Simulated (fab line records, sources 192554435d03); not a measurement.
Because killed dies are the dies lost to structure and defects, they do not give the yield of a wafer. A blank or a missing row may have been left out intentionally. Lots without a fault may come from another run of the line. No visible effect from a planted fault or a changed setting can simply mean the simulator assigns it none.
Lot-split experiment + flow n5 finfet + route with 1938 steps; 7 lots, 39 wafers read

THE SPLIT
At N5_DUMMY_GATE_HM_DEP_06 (deposits SiNx from DCS/NH3, target thk 80 nm, time 5141 s), the setting target thk a was moved away from the recipe's 800 angstrom on 24 of the 39 wafers read, by -9.1% to +10.9%. The other wafers ran this setting at the recipe's value.

Reading taken at the split's own step.

THE READING
SiNx_of_DUMMY_GATE_HM_DEP_06.thk nm (the simulator's own value, which no gauge read), in nm, at N5_DUMMY_GATE_HM_DEP_06 (deposits SiNx from DCS/NH3, target thk 80 nm, time 5141 s). No usual value for it is given in the file. Here, 15 wafers ran the recipe; their average is 79.8 nm with a standard deviation of 0.76 nm.

| wafer  | tool, chamber at the split | target thk a as run, angstrom | against the recipe | SiNx_of_DUMMY_GATE_HM_DEP_06.thk nm, nm | against lot-mates on the recipe |
|--------|----------------------------|-------------------------------|--------------------|-----------------------------------------|---------------------------------|
| L074.1 | lpcvd-02, 0/40             | 800                           | recipe             | 79.6                                    | -                               |
| L074.2 | lpcvd-02, 0/45             | 800                           | recipe             | 79.8                                    | -                               |
| L074.5 | lpcvd-02, 0/59             | 800                           | recipe             | 80                                      | -                               |
| L075.1 | -, -                       | 731.3                         | -8.6%              | 73.2                                    | no lot-mate on the recipe       |
| L075.3 | -, -                       | 731.3                         | -8.6%              | 73.2                                    | no lot-mate on the recipe       |
| L075.4 | -, -                       | 731.3                         | -8.6%              | 73.2                                    | no lot-mate on the recipe       |
| L075.2 | -, -                       | 731.3                         | -8.6%              | 72.8                                    | no lot-mate on the recipe       |
| L075.5 | -, -                       | 731.3                         | -8.6%              | 72.4                                    | no lot-mate on the recipe       |
| L075.6 | -, -                       | 731.3                         | -8.6%              | 73                                      | no lot-mate on the recipe       |
| L080.1 | -, -                       | 877.1                         | +9.6%              | 88                                      | no lot-mate on the recipe       |
| L080.2 | -, -                       | 877.1                         | +9.6%              | 88.4                                    | no lot-mate on the recipe       |
| L080.3 | -, -                       | 877.1                         | +9.6%              | 87.6                                    | no lot-mate on the recipe       |
| L080.4 | -, -                       | 877.1                         | +9.6%              | 87.2                                    | no lot-mate on the recipe       |
| L080.5 | -, -                       | 877.1                         | +9.6%              | 87.4                                    | no lot-mate on the recipe       |
| L080.6 | -, -                       | 877.1                         | +9.6%              | 87.8                                    | no lot-mate on the recipe       |
| L089.1 | -, -                       | 727                           | -9.1%              | 72.4                                    | no lot-mate on the recipe       |
| L089.6 | -, -                       | 727                           | -9.1%              | 72.4                                    | no lot-mate on the recipe       |
| L089.2 | -, -                       | 727                           | -9.1%              | 73                                      | no lot-mate on the recipe       |
| L089.3 | -, -                       | 727                           | -9.1%              | 73                                      | no lot-mate on the recipe       |
| L089.4 | -, -                       | 727                           | -9.1%              | 73                                      | no lot-mate on the recipe       |
| L089.5 | -, -                       | 727                           | -9.1%              | 73                                      | no lot-mate on the recipe       |
| L095.1 | -, -                       | 800                           | recipe             | 80.6                                    | -                               |
| L095.2 | -, -                       | 800                           | recipe             | 80.6                                    | -                               |
| L095.3 | -, -                       | 800                           | recipe             | 80.4                                    | -                               |
| L095.4 | -, -                       | 800                           | recipe             | 80.8                                    | -                               |
| L095.6 | -, -                       | 800                           | recipe             | 80.8                                    | -                               |
| L095.5 | -, -                       | 800                           | recipe             | 80                                      | -                               |
| L096.1 | -, -                       | 800                           | recipe             | 79.4                                    | -                               |
| L096.4 | -, -                       | 800                           | recipe             | 79.4                                    | -                               |
| L096.2 | -, -                       | 800                           | recipe             | 78.6                                    | -                               |
| L096.5 | -, -                       | 800                           | recipe             | 78.6                                    | -                               |
| L096.3 | -, -                       | 800                           | recipe             | 78.8                                    | -                               |
| L096.6 | -, -                       | 800                           | recipe             | 79                                      | -                               |
| L097.1 | -, -                       | 887.3                         | +10.9%             | 89                                      | no lot-mate on the recipe       |
| L097.2 | -, -                       | 887.3                         | +10.9%             | 89.8                                    | no lot-mate on the recipe       |
| L097.3 | -, -                       | 887.3                         | +10.9%             | 89.8                                    | no lot-mate on the recipe       |
| L097.5 | -, -                       | 887.3                         | +10.9%             | 89.8                                    | no lot-mate on the recipe       |
| L097.4 | -, -                       | 887.3                         | +10.9%             | 89.6                                    | no lot-mate on the recipe       |
| L097.6 | -, -                       | 887.3                         | +10.9%             | 89.4                                    | no lot-mate on the recipe       |

FIT RESULTS
A straight line over all 39 wafers: SiNx_of_DUMMY_GATE_HM_DEP_06.thk nm changes by +0.827 nm for each +1% of target thk a; r = +1.00; the points scatter about the line by 0.63 nm.
Too few moved wafers with a lot-mate on the recipe to fit a line net of each lot's own level.

THE FILE'S OWN FIT
SiNx_of_DUMMY_GATE_HM_DEP_06.thk nm changes by +0.827 nm for each +1% of target thk a, r = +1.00.
